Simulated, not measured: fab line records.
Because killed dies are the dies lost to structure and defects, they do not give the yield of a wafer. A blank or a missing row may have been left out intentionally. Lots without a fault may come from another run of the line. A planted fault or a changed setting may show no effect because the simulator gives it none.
Matching of chambers || flow nand_harc || NHARC_A_CHANNEL_HOLE_D1_ETCH_38 on rie_diel-08 has 4 sister chambers
The step etches the open film in CF4, target depth 39 nm, time 65 s. 24 wafers are shown with their chamber, then 12 later ones without.

== WAFERS PAIRED WITH THEIR CHAMBERS ==
{"wafer": "L074.3", "chamber": 2, "showerhead_plenum_p_Torr (Torr)": 1.79, "oes_product_au (a.u.)": 0.996, "rf_vpp_V (V)": 150.1}
{"wafer": "L074.4", "chamber": 1, "showerhead_plenum_p_Torr (Torr)": 1.88, "oes_product_au (a.u.)": 1.002, "rf_vpp_V (V)": 151.3}
{"wafer": "L074.5", "chamber": 1, "showerhead_plenum_p_Torr (Torr)": 1.88, "oes_product_au (a.u.)": 0.983, "rf_vpp_V (V)": 152.6}
{"wafer": "L076.2", "chamber": 3, "showerhead_plenum_p_Torr (Torr)": 1.87, "oes_product_au (a.u.)": 1.005, "rf_vpp_V (V)": 151.9}
{"wafer": "L076.4", "chamber": 0, "showerhead_plenum_p_Torr (Torr)": 1.83, "oes_product_au (a.u.)": 0.993, "rf_vpp_V (V)": 152.2}
{"wafer": "L076.6", "chamber": 3, "showerhead_plenum_p_Torr (Torr)": 1.87, "oes_product_au (a.u.)": 1.026, "rf_vpp_V (V)": 153.3}
{"wafer": "L079.1", "chamber": 0, "showerhead_plenum_p_Torr (Torr)": 1.83, "oes_product_au (a.u.)": 1.002, "rf_vpp_V (V)": 152.2}
{"wafer": "L079.2", "chamber": 3, "showerhead_plenum_p_Torr (Torr)": 1.87, "oes_product_au (a.u.)": 1.014, "rf_vpp_V (V)": 153.8}
{"wafer": "L079.5", "chamber": 0, "showerhead_plenum_p_Torr (Torr)": 1.83, "oes_product_au (a.u.)": 1.006, "rf_vpp_V (V)": 151.5}
{"wafer": "L080.3", "chamber": 1, "showerhead_plenum_p_Torr (Torr)": 1.88, "oes_product_au (a.u.)": 0.991, "rf_vpp_V (V)": 152.7}
{"wafer": "L080.4", "chamber": 2, "showerhead_plenum_p_Torr (Torr)": 1.79, "oes_product_au (a.u.)": 0.999, "rf_vpp_V (V)": 152.6}
{"wafer": "L080.5", "chamber": 3, "showerhead_plenum_p_Torr (Torr)": 1.87, "oes_product_au (a.u.)": 1.005, "rf_vpp_V (V)": 153.1}
{"wafer": "L083.2", "chamber": 2, "showerhead_plenum_p_Torr (Torr)": 1.79, "oes_product_au (a.u.)": 0.991, "rf_vpp_V (V)": 152.2}
{"wafer": "L083.3", "chamber": 3, "showerhead_plenum_p_Torr (Torr)": 1.87, "oes_product_au (a.u.)": 1.017, "rf_vpp_V (V)": 152.8}
{"wafer": "L083.5", "chamber": 1, "showerhead_plenum_p_Torr (Torr)": 1.88, "oes_product_au (a.u.)": 0.989, "rf_vpp_V (V)": 151.8}
{"wafer": "L084.1", "chamber": 3, "showerhead_plenum_p_Torr (Torr)": 1.87, "oes_product_au (a.u.)": 1.015, "rf_vpp_V (V)": 151.9}
{"wafer": "L084.2", "chamber": 2, "showerhead_plenum_p_Torr (Torr)": 1.78, "oes_product_au (a.u.)": 0.987, "rf_vpp_V (V)": 150.5}
{"wafer": "L084.3", "chamber": 1, "showerhead_plenum_p_Torr (Torr)": 1.88, "oes_product_au (a.u.)": 0.993, "rf_vpp_V (V)": 151.9}
{"wafer": "L084.4", "chamber": 0, "showerhead_plenum_p_Torr (Torr)": 1.83, "oes_product_au (a.u.)": 0.988, "rf_vpp_V (V)": 151.7}
{"wafer": "L084.5", "chamber": 0, "showerhead_plenum_p_Torr (Torr)": 1.83, "oes_product_au (a.u.)": 0.997, "rf_vpp_V (V)": 152.2}
{"wafer": "L084.6", "chamber": 3, "showerhead_plenum_p_Torr (Torr)": 1.87, "oes_product_au (a.u.)": 1.020, "rf_vpp_V (V)": 150.6}
{"wafer": "L087.2", "chamber": 3, "showerhead_plenum_p_Torr (Torr)": 1.87, "oes_product_au (a.u.)": 1.028, "rf_vpp_V (V)": 153.1}
{"wafer": "L087.4", "chamber": 2, "showerhead_plenum_p_Torr (Torr)": 1.78, "oes_product_au (a.u.)": 0.989, "rf_vpp_V (V)": 150.5}
{"wafer": "L087.5", "chamber": 3, "showerhead_plenum_p_Torr (Torr)": 1.87, "oes_product_au (a.u.)": 1.011, "rf_vpp_V (V)": 152.0}

SIGNATURES (averages over the wafers above)
{"reading": "showerhead_plenum_p_Torr", "chamber 0": 1.8300, "chamber 1": 1.8800, "chamber 2": 1.7860, "chamber 3": 1.8700, "scatter within a chamber": 0.00245}
{"reading": "oes_product_au", "chamber 0": 0.99720, "chamber 1": 0.99160, "chamber 2": 0.99240, "chamber 3": 1.01567, "scatter within a chamber": 0.00716}
{"reading": "rf_vpp_V", "chamber 0": 151.960, "chamber 1": 152.060, "chamber 2": 151.180, "chamber 3": 152.500, "scatter within a chamber": 0.857}
Rule: distance of a wafer from a chamber = root of the sum over the readings of ((wafer's reading minus chamber's mean) / reading's scatter) squared. If the next closest chamber is less than 2 further off than the closest, the wafer can't be placed; otherwise it belongs to the closest. The scatter: the root of (the sum of the squares of (reading less its chamber's mean) over the shown wafers, divided by (wafers less chambers)).

== WAFERS MISSING THEIR CHAMBER ==
{"wafer": "L092.3", "showerhead_plenum_p_Torr (Torr)": 1.88, "oes_product_au (a.u.)": 0.995, "rf_vpp_V (V)": 151.5}
{"wafer": "L092.4", "showerhead_plenum_p_Torr (Torr)": 1.87, "oes_product_au (a.u.)": 1.020, "rf_vpp_V (V)": 151.4}
{"wafer": "L092.6", "showerhead_plenum_p_Torr (Torr)": 1.78, "oes_product_au (a.u.)": 0.995, "rf_vpp_V (V)": 150.7}
{"wafer": "L091.2", "showerhead_plenum_p_Torr (Torr)": 1.82, "oes_product_au (a.u.)": 0.996, "rf_vpp_V (V)": 150.9}
{"wafer": "L091.3", "showerhead_plenum_p_Torr (Torr)": 1.88, "oes_product_au (a.u.)": 0.979, "rf_vpp_V (V)": 153.0}
{"wafer": "L091.4", "showerhead_plenum_p_Torr (Torr)": 1.87, "oes_product_au (a.u.)": 0.998, "rf_vpp_V (V)": 153.9}
{"wafer": "L093.1", "showerhead_plenum_p_Torr (Torr)": 1.88, "oes_product_au (a.u.)": 0.986, "rf_vpp_V (V)": 152.8}
{"wafer": "L093.3", "showerhead_plenum_p_Torr (Torr)": 1.78, "oes_product_au (a.u.)": 0.984, "rf_vpp_V (V)": 153.4}
{"wafer": "L093.6", "showerhead_plenum_p_Torr (Torr)": 1.88, "oes_product_au (a.u.)": 0.972, "rf_vpp_V (V)": 151.9}
{"wafer": "L096.1", "showerhead_plenum_p_Torr (Torr)": 1.87, "oes_product_au (a.u.)": 1.020, "rf_vpp_V (V)": 152.1}
{"wafer": "L096.3", "showerhead_plenum_p_Torr (Torr)": 1.78, "oes_product_au (a.u.)": 0.991, "rf_vpp_V (V)": 152.0}
{"wafer": "L096.5", "showerhead_plenum_p_Torr (Torr)": 1.78, "oes_product_au (a.u.)": 0.991, "rf_vpp_V (V)": 151.4}

== EACH ONE'S CHAMBER ==
{"wafer": "L092.3", "from the rows above": 1, "in truth": 1}
{"wafer": "L092.4", "from the rows above": 3, "in truth": 3}
{"wafer": "L092.6", "from the rows above": 2, "in truth": 2}
{"wafer": "L091.2", "from the rows above": 0, "in truth": 0}
{"wafer": "L091.3", "from the rows above": 1, "in truth": 1}
{"wafer": "L091.4", "from the rows above": "can't be placed: 3 or 1", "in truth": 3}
{"wafer": "L093.1", "from the rows above": 1, "in truth": 1}
{"wafer": "L093.3", "from the rows above": 2, "in truth": 2}
{"wafer": "L093.6", "from the rows above": 1, "in truth": 1}
{"wafer": "L096.1", "from the rows above": 3, "in truth": 3}
{"wafer": "L096.3", "from the rows above": 2, "in truth": 2}
{"wafer": "L096.5", "from the rows above": 2, "in truth": 2}
Placed correctly: 11 of 12. Cannot be placed on the basis of these rows: 1; the candidates contain the true chamber in 1. Number placed wrongly: 0.
